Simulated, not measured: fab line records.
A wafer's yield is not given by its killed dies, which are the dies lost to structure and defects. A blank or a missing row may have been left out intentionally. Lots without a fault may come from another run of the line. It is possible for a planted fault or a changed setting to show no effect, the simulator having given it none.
fab line records :: flow n5_finfet
record
  lots=4
  wafers=12
  last_day=16
route steps=1938 shown MOL_CONTACT_COAG@532 PASSIVATION@1936
lots untouched by any fault: they come from a run of this same line in which no faults occurred
start_h: start of the lot's first displayed wafer, in hours after the record's first day :: wait_h: hours since the lot's step before :: " identical to the entry in the row above :: L1.1+2: several wafers, shown together as one row :: - value missing, or start not given :: * or withheld: withheld :: < > ~ a bound
route shown NAME@n: a module of which the file shows steps, and the number in the route of the first :: usual: mean/standard deviation of fault-free wafers :: same: alike in all rows :: chamber/n: place in a boat :: sites: the reading at each site :: _std_site: standard deviation of those values :: _edge_site: mean of outer sites minus mean of inner sites :: radius_mm: for every site, how far away it sits from the centre of the wafer :: mask NAME#n: copy n :: behind: tool/chamber where the wafer was last shaped :: hold: the reason the lot was held/the length of the hold in hours/how it ended :: device: the transistor (n, p or np) that didn't switch :: end of line: tests of these same wafers at the route's end :: a step without rows: its recipe alone :: killed: not the wafer's yield, but the dies lost to structure and defects at the first sort :: map: per-die view of a wafer (x killed, . not killed, _ where there is no die)
set.NAME: setting as actually run; set.NAME@STEP: the setting as run at that earlier step :: model.NAME: the simulator's own value behind a step, which no gauge read
lots at some steps of the route; a table a step, a row a wafer
services: a tool's chamber out of use, with start hour (start_h, from the record's first day; less than 0 if before it), hours out, and reason
## steps
# step N5_MOL_CONTACT_COAG_ETCH_106
# recipe
  chemistry=N2/H2
  target=SOC
  target_depth_a=800
  overetch_a=160
  mask_material=SiARC
  temp_c=40
  time_s=120
  ion_energy_ev=200
  pressure_mtorr=30
  source_w=840
  bias_w=150
  n2_flow_sccm=200
  h2_flow_sccm=200
# step N5_MOL_CONTACT_COAG_STRIP_107
# recipe
  chemistry=N2/H2
  temp_c=40
  n2_flow_sccm=200
  h2_flow_sccm=200
  rf_frequency_hz=6e+07
# step N5_MOL_CONTACT_COAG_STRIP_108
# recipe
  chemistry=N2/H2
  temp_c=40
  n2_flow_sccm=200
  h2_flow_sccm=200
  rf_frequency_hz=6e+07
# step N5_MOL_CONTACT_COAG_CONTACT_ETCH_14
# recipe
  chemistry=C4F6/O2
  target=SiO2
  target_depth_a=275
  overetch_a=85
  mask_material=SOC
  pressure_mtorr=30
  source_w=370
  bias_w=185
  Ar_flow_sccm=300
  C4F6_flow_sccm=16
  O2_flow_sccm=10
  time_s=20
  ion_energy_ev=259.6
# step N5_MOL_CONTACT_COAG_STRIP_109
# recipe
  chemistry=C4F6/O2
  resist=SiARC
  rf_frequency_hz=6e+07
# step N5_MOL_CONTACT_COAG_ETCH_15
# recipe
  chemistry=CH3F/O2
  target=SiNx
  target_depth_a=70
  mask_material=SOC
  stop_on=Si:P
  over_etch_frac=0.75
  ion_energy_ev=120
  pressure_mtorr=30
  source_w=395
  bias_w=73
  Ar_flow_sccm=150
  CH3F_flow_sccm=30
  O2_flow_sccm=20
# step N5_MOL_CONTACT_COAG_ETCH_110
# recipe
  chemistry=CF4/O2
  target=Si
  target_depth_a=25
  time_s=8
  pressure_mtorr=100
  source_w=200
  bias_w=12
  ion_energy_ev=60
  Ar_flow_sccm=100
  cf4_flow_sccm=100
  O2_flow_sccm=10
# step N5_MOL_CONTACT_COAG_STRIP_98
# recipe
  chemistry=N2/H2
  power_w=500
  temp_c=40
  pressure_mtorr=50
  rf_frequency_hz=6e+07
  overash_fraction=0.3
  bias_power_w=8
  h2_frac=0.5
  n2_flow_sccm=300
  h2_flow_sccm=300
# step N5_MOL_CONTACT_COAG_IMPLANT_129
# recipe
  species=Ge
  energy_kev=3
  dose_cm2=6e+14
  tilt_deg=0
  rotation_deg=0
# step N5_MOL_CONTACT_COAG_PRECLEAN_111
# recipe
  chemistry=NF3:NH3
  afs_cycles=1
  temp_c=30
  time_s=20
  sublimation_temp_c=180
  sublimation_time_s=60
  pressure_torr=3
  rf_power_w=30
# step N5_MOL_CONTACT_COAG_TI_SIL_19
# recipe
  material=Ti
  target_thk_a=42
  temp_c=200
  chamber_pressure_pa=5
  power_w=5000
  time_s=15
# step N5_MOL_CONTACT_COAG_ALD_20
# recipe
  material=TiN
  target_thk_a=15
  temp_c=400
  ald_precursor_family=TiCl4
  ald_co_reactant=NH3
  pulse_time_s=1
  purge_time_s=3
  co_reactant_purge_time_s=2
  co_reactant_pulse_time_s=2
  ald_cycles=68
  pressure_torr=3
# usual
  heater_power_w=893/100
  precursor_pulse_height_rel=1.001/0.02
# same
  purge_time_s=3
lot.wafer: L563.1
tool: ald_metal-02
chamber: 2
start_h: 105.90
wait_h: 0.1
heater_power_w: 1030
precursor_pulse_height_rel: 1.000

lot.wafer: L563.3
tool: ald_metal-02
chamber: 1
start_h: 105.90
wait_h: 0.1
heater_power_w: 814
precursor_pulse_height_rel: 1.015

lot.wafer: L563.4
tool: ald_metal-02
chamber: 3
start_h: 105.90
wait_h: 0.1
heater_power_w: 741
precursor_pulse_height_rel: 1.019

lot.wafer: L568.2
tool: ald_metal-03
chamber: 2
start_h: 138.55
wait_h: 0.1
heater_power_w: 835
precursor_pulse_height_rel: 1.004

lot.wafer: L568.4
tool: ald_metal-03
chamber: 3
start_h: 138.55
wait_h: 0.1
heater_power_w: 1008
precursor_pulse_height_rel: 1.011

lot.wafer: L568.5
tool: ald_metal-03
chamber: 2
start_h: 138.55
wait_h: 0.1
heater_power_w: 825
precursor_pulse_height_rel: 0.967

lot.wafer: L569.4
tool: ald_metal-03
chamber: 1
start_h: 150.84
wait_h: 0.1
heater_power_w: 1033
precursor_pulse_height_rel: 1.003

lot.wafer: L569.5
tool: ald_metal-03
chamber: 3
start_h: 150.84
wait_h: 0.1
heater_power_w: 1021
precursor_pulse_height_rel: 0.985

lot.wafer: L569.6
tool: ald_metal-03
chamber: 0
start_h: 150.84
wait_h: 0.1
heater_power_w: 774
precursor_pulse_height_rel: 1.003

lot.wafer: L580.1
tool: ald_metal-03
chamber: 3
start_h: 211.41
wait_h: 0.1
heater_power_w: 989
precursor_pulse_height_rel: 1.017

lot.wafer: L580.5
tool: ald_metal-03
chamber: 0
start_h: 211.41
wait_h: 0.1
heater_power_w: 796
precursor_pulse_height_rel: 0.985

lot.wafer: L580.6
tool: ald_metal-03
chamber: 1
start_h: 211.41
wait_h: 0.1
heater_power_w: 1038
precursor_pulse_height_rel: 1.008
# step N5_MOL_CONTACT_COAG_SIL_ANNEAL_21
# recipe
  temp_c=550
  time_s=60
  ambient=N2
# step N5_MOL_CONTACT_COAG_PRE_CLEAN_141
# recipe
  gas=H2/He
  time_s=60
  temp_c=300
# step N5_MOL_CONTACT_COAG_SPUTTER_143
# recipe
  material=Co
  target_thk_a=25
  temp_c=25
  chamber_pressure_pa=0.2
# step N5_MOL_CONTACT_COAG_CO_FILL_22
# recipe
  material=Co
  target_thk_a=200
  temp_c=200
  precursor=CCTBA/H2
  pressure_torr=30
# step N5_MOL_CONTACT_COAG_ANNEAL_113
# recipe
  temp_c=400
  time_s=300
  ambient=H2/N2
# step N5_MOL_CONTACT_COAG_PRE_CLEAN_142
# recipe
  gas=H2/He
  time_s=60
  temp_c=300
# step N5_MOL_CONTACT_COAG_SPUTTER_130
# recipe
  material=Co
  target_thk_a=475
  temp_c=25
  chamber_pressure_pa=0.5
  power_w=3000
# step N5_MOL_CONTACT_COAG_PRECLEAN_125
# recipe
  chemistry=DIW
  time_s=57.5
  temp_c=23
# step N5_MOL_CONTACT_COAG_SRD_126
# recipe
  dry_time_s=32
  dry=n2_spin
  spin_rpm=1500
# step N5_MOL_CONTACT_COAG_CMP_23
# recipe
  stop_on=SiO2
  t_overpolish_s=1.5
  post_cmp_clean=cu_alkaline
  down_force_psi=2
  platen_rpm=50.289
  pad_velocity_m_s=1.0006
  target_thk_nm=0
# step N5_MOL_CONTACT_COAG_WET_ETCH_26
# recipe
  target=Co
  target_depth_nm=13
# step N5_MOL_CONTACT_COAG_WET_ETCH_116
# recipe
  chemistry=SC1-inhibited
  target_depth_nm=4.6
  dry=ipa_marangoni
  rinse_time_s=30
  rinse_temp_c=23
# step N5_MOL_CONTACT_COAG_ALD_27
# recipe
  material=SiOC
  target_thk_a=170
  temp_c=400
  ald_precursor_family=carbosiloxane
  ald_co_reactant=H2-plasma
  pulse_time_s=1.5
  time_s=2720
  purge_time_s=2
  co_reactant_purge_time_s=2
  ald_cycles=340
  pressure_torr=2
# step N5_MOL_CONTACT_COAG_CMP_28
# recipe
  stop_on=SiNx
  t_overpolish_s=0.85
  post_cmp_clean=alkaline_brush
  down_force_psi=4.15
  platen_rpm=51.8
  pad_velocity_m_s=1.0307
  target_thk_nm=14.522
# step N5_MOL_CONTACT_COAG_ALD_123
# recipe
  material=SiNx
  target_thk_a=50
  temp_c=400
  ald_precursor_family=SiH2I2
  ald_co_reactant=N2/H2-plasma
  pulse_time_s=1
  purge_time_s=2
  co_reactant_purge_time_s=2
  ald_cycles=100
  pressure_torr=2
# step N5_MOL_CONTACT_COAG_PECVD_31
# recipe
  material=SiO2
  target_thk_a=460
  temp_c=400
  precursor=TEOS/O2
  pressure_torr=6.5
  rf_w=withheld
  teos_flow_sccm=withheld
  gas=O2
  flow_sccm=2650
  time_s=8.9
# step N5_MOL_CONTACT_COAG_COAT_75
# recipe
  resist=SOC
  temp_c=250
  time_s=60
  spin_rpm=1500
  resist_thk_nm=60
# step N5_MOL_CONTACT_COAG_COAT_76
# recipe
  resist=SiARC
  temp_c=220
  time_s=60
  spin_rpm=1500
  resist_thk_nm=10
# step N5_MOL_CONTACT_COAG_COAT_77
# recipe
  resist=underlayer
  temp_c=205
  time_s=60
  spin_rpm=1500
  resist_thk_nm=10
# step N5_MOL_CONTACT_COAG_COAT_78
# recipe
  resist=CAR-EUV
  spin_rpm=1500
  resist_thk_nm=40
# step N5_MOL_CONTACT_COAG_EBR_80
# recipe
  solvent=PGMEA
  ebr_width_mm=1.5
# step N5_MOL_CONTACT_COAG_SOFTBAKE_79
# recipe
  temp_c=110
  time_s=60
  resist=CAR-EUV
# step N5_MOL_CONTACT_COAG_EXPOSE_81
# recipe
  mask_id=VG
  na=0.33
  source_shape=annular
  sigma_inner=0.3
  sigma_outer=0.7
  polarization=unpolarized
  defocus_nm=0
  dose_mj=59.5
# step N5_MOL_CONTACT_COAG_PEB_82
# recipe
  peb_temp_c=100
  peb_time_s=60
  resist=CAR-EUV
# step N5_MOL_CONTACT_COAG_DEVELOP_83
# recipe
  develop_time_s=30
  developer=TMAH
  resist=CAR-EUV
  rinse_liquid=surfactant_rinse
  dry=air_spin
  dev_temp_c=23
# step N5_PASSIVATION_PROBE_49
# usual
  defect_limited_yield=91.3/1.5
  killed_at_M0_to_M3=34/9.4
  killed_at_M4_up=13/5.3
  killed_at_contacts=13/5.7
  killed_at_front_end=40/10
  killed_at_other=3.7/2.8
  killed_dies=103/17
  killed_open=67/13
  killed_short=35/8.5
  sort_bin_5_function=5.0/0.98
  sort_bin_6_memory=3.3/0.7
  sort_n_pass=1077/17
  sort_yield_pct=91.3/1.5
# same
  gross_dies=1180
  killed_at_back_side=0
  sort_bin_4_leakage[%]=0
  sort_bin_8_speed[%]=0
lot.wafer: L568.2
tool: prober-01
chamber: -
start_h: 316.09
wait_h: 0.1
defect_limited_yield[%]: 77.5
killed_at_M0_to_M3: 29
killed_at_M4_up: 16
killed_at_contacts: 167
killed_at_front_end: 52
killed_at_other: 1
killed_dies: 265
killed_open: 66
killed_short: 45
sort_bin_5_function[%]: 14.7
sort_bin_6_memory[%]: 3.1
sort_n_pass: 915
sort_yield_pct[%]: 77.5

lot.wafer: L568.4
tool: prober-01
chamber: -
start_h: 316.19
wait_h: 0.2
defect_limited_yield[%]: 83.6
killed_at_M0_to_M3: 20
killed_at_M4_up: 14
killed_at_contacts: 128
killed_at_front_end: 29
killed_at_other: 3
killed_dies: 194
killed_open: 49
killed_short: 28
sort_bin_5_function[%]: 9.4
sort_bin_6_memory[%]: 3.8
sort_n_pass: 986
sort_yield_pct[%]: 83.6

lot.wafer: L568.5
tool: prober-01
chamber: -
start_h: 316.24
wait_h: 0.2
defect_limited_yield[%]: 79.4
killed_at_M0_to_M3: 19
killed_at_M4_up: 23
killed_at_contacts: 158
killed_at_front_end: 43
killed_at_other: 0
killed_dies: 243
killed_open: 73
killed_short: 32
sort_bin_5_function[%]: 13.0
sort_bin_6_memory[%]: 4.4
sort_n_pass: 937
sort_yield_pct[%]: 79.4

lot.wafer: L569.4
tool: prober-01
chamber: -
start_h: 331.44
wait_h: 0.2
defect_limited_yield[%]: 83.4
killed_at_M0_to_M3: 24
killed_at_M4_up: 5
killed_at_contacts: 139
killed_at_front_end: 25
killed_at_other: 3
killed_dies: 196
killed_open: 41
killed_short: 25
sort_bin_5_function[%]: 10.2
sort_bin_6_memory[%]: 3.0
sort_n_pass: 984
sort_yield_pct[%]: 83.4

lot.wafer: L569.5
tool: prober-01
chamber: -
start_h: 331.49
wait_h: 0.2
defect_limited_yield[%]: 83.4
killed_at_M0_to_M3: 38
killed_at_M4_up: 7
killed_at_contacts: 125
killed_at_front_end: 23
killed_at_other: 3
killed_dies: 196
killed_open: 33
killed_short: 41
sort_bin_5_function[%]: 11.6
sort_bin_6_memory[%]: 2.5
sort_n_pass: 984
sort_yield_pct[%]: 83.4

lot.wafer: L569.6
tool: prober-01
chamber: -
start_h: 331.54
wait_h: 0.3
defect_limited_yield[%]: 86.7
killed_at_M0_to_M3: 25
killed_at_M4_up: 14
killed_at_contacts: 89
killed_at_front_end: 23
killed_at_other: 6
killed_dies: 157
killed_open: 42
killed_short: 30
sort_bin_5_function[%]: 8.1
sort_bin_6_memory[%]: 2.5
sort_n_pass: 1023
sort_yield_pct[%]: 86.7
# killed by level:class
L568.2 MOL_CONTACT_COAG:unspecified=150 FIN_SAQP:geometric_particle:short=16 MOL_CONTACT_COAG:geometric_particle:open=11 BEOL_M3:geometric_particle:open=10 FIN_SAQP:geometric_particle:open=6 MOL_CONTACT_COAG:geometric_particle:short=6 BEOL_M0_SAQP:geometric_particle:open=6 BEOL_M0_SAQP:geometric_particle:short=6
L568.4 MOL_CONTACT_COAG:unspecified=115 MOL_CONTACT_COAG:geometric_particle:open=8 FIN_SAQP:geometric_particle:short=7 BEOL_M0_SAQP:geometric_particle:short=6 DUMMY_GATE:geometric_particle:open=5 MOL_CONTACT_COAG:geometric_particle:short=5 BEOL_M2:geometric_particle:open=5 FIN_SAQP:geometric_particle:open=4
L568.5 MOL_CONTACT_COAG:unspecified=137 MOL_CONTACT_COAG:geometric_particle:open=18 BEOL_M4:geometric_particle:open=13 FIN_SAQP:geometric_particle:short=11 FIN_SAQP:geometric_particle:open=8 BEOL_M3:geometric_particle:open=6 ILD0:geometric_particle:open=6 BEOL_M2:geometric_particle:open=5
L569.4 MOL_CONTACT_COAG:unspecified=130 BEOL_M0_SAQP:geometric_particle:open=9 DUMMY_GATE:geometric_particle:open=6 MOL_CONTACT_COAG:geometric_particle:open=6 GATE_CUT:geometric_particle:short=5 BEOL_M0_SAQP:geometric_particle:short=5 FIN_SAQP:geometric_particle:short=3 MOL_CONTACT_COAG:geometric_particle:short=3
L569.5 MOL_CONTACT_COAG:unspecified=122 BEOL_M0_SAQP:geometric_particle:open=11 BEOL_M0_SAQP:geometric_particle:short=11 ILD0:geometric_particle:short=7 FIN_SAQP:geometric_particle:short=4 BEOL_M1:geometric_particle:short=4 BEOL_M1:geometric_particle:open=3 BEOL_M2:geometric_particle:open=3
L569.6 MOL_CONTACT_COAG:unspecified=85 BEOL_M3:geometric_particle:open=8 STI_FIN_REVEAL:geometric_particle:open=5 BEOL_M2:geometric_particle:open=5 FIN_SAQP:geometric_particle:open=4 GATE_CUT:geometric_particle:short=4 BEOL_M0_SAQP:geometric_particle:short=4 BEOL_M1:geometric_particle:short=4
# map L568.2 (x killed, . not)
_________________.........x.x________________
______________......x.x........x_____________
___________........................__________
__________.xx..x...x...x.x.........x_________
________......x...........xx..x.xx...._______
_______.........x..x.........x...x.x...______
______x.............x.......xxxxxxxx...x_____
_____..x......x..........x.x.xxxxxxxxxx..____
____..x..................xxxxxxxxxxxxxxx..___
___.x......x............x.xxxxxxxxxxxxxxx..__
___................x.x...xxxxxxxxxxxxxxx...__
__..........x..........xx.xxxxxxxxxxxxxx...._
__..........x............xxxxxxxxxxxxxxx...._
_xx..x...........x.........xxxxxxxxxxxxxx.x..
_.....x...x...............xxxxxxxxxxxxx.xx...
_x.................x..x...x.xxxxxxxxxx.x....x
_...x.......x..............xx.xxx.xx.xxx.....
_.x............xxx.....x.xx..xxxx....x......x
_.........x....x.x.............x.xx.x........
_x.xx.........x....x....x..............x.....
_.x.x.................................x......
__..x...........x..........x................_
__.......................x...........x......_
___.......x....xx................x..x......__
___....................................xx..__
____.x..............x........x............___
_____.........x.............x.....x......____
______...x.............xx..x..x......x.._____
_______...........xx.................x.______
________....x.....xx.............xx..._______
__________.........................._________
___________..................x.....__________
______________......x....x.x...._____________
_________________........xxx.________________
# map L569.4 (x killed, . not)
_________________......xx....________________
______________x................._____________
___________........................__________
__________........x..............x.._________
________..x.x........................._______
_______.....x..........................______
______....x............................._____
_____......................x...x.....x...____
____.............................xx.xxx...___
___...............x....xx....xx..x.xxxxx.x.__
___.x..........................xxx.xxxxxxxx__
__..............................xxxxxxxxxxx._
__.......x............x........xxxxxxxxxxxxx_
_.........x.................x.xxxxxxxxxxxxxx.
_...........x......x..........xxxxxxxxxxxxxxx
_..........x......x...........xxxxxxxxxxxxxxx
_..x...............x........x..x.xxxxxxxxxxxx
_x...............x..............xxxxxxxxxxx.x
_..x.......x.....x.....x........x.xxxxxxxx...
_.........................x..x....x.x..xx..x.
_......x.......x..................x.x...x....
__...........................x.............._
__............x....x................x......._
___....x....................x...........x..__
___.........x......x..x......x........x....__
____....................x...............x.___
_____......x.............................____
______.................................._____
_______..............x.................______
________............x.........x......._______
__________......x..................._________
___________............x...xx..x...__________
______________.................._____________
_________________..........x.________________
## services
tool: ald_metal-02
chamber: 2
start_h: 136.13
hours: 25.2
kind: repair

tool: ald_metal-03
chamber: -
start_h: 181.49
hours: 2.8
kind: pm
## key
first_sign
  step=N5_PASSIVATION_PROBE_49
  reading=killed_at_contacts
  direction=up
  sigmas=21
  usual=13
  struck=134
effect
  step=N5_PASSIVATION_PROBE_49
  reading=defect_limited_yield
  direction=down
  sigmas=6.1
  usual=91.3
  struck=82.3
more_kills_born_at
  N5_MOL_CONTACT_COAG_ALD_20@ald_metal-03=739
met_at N5_MOL_CONTACT_COAG_ALD_20
struck_wafers L568.2,L568.4,L568.5,L569.4,L569.5,L569.6
fault
  kind=chamber_particle_source
  tool=ald_metal-03
  chamber=-
  onset_h=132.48
  steps=N5_MOL_CONTACT_COAG_ALD_20
  rate_per_visit_cm2=1.4687
  end_h=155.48
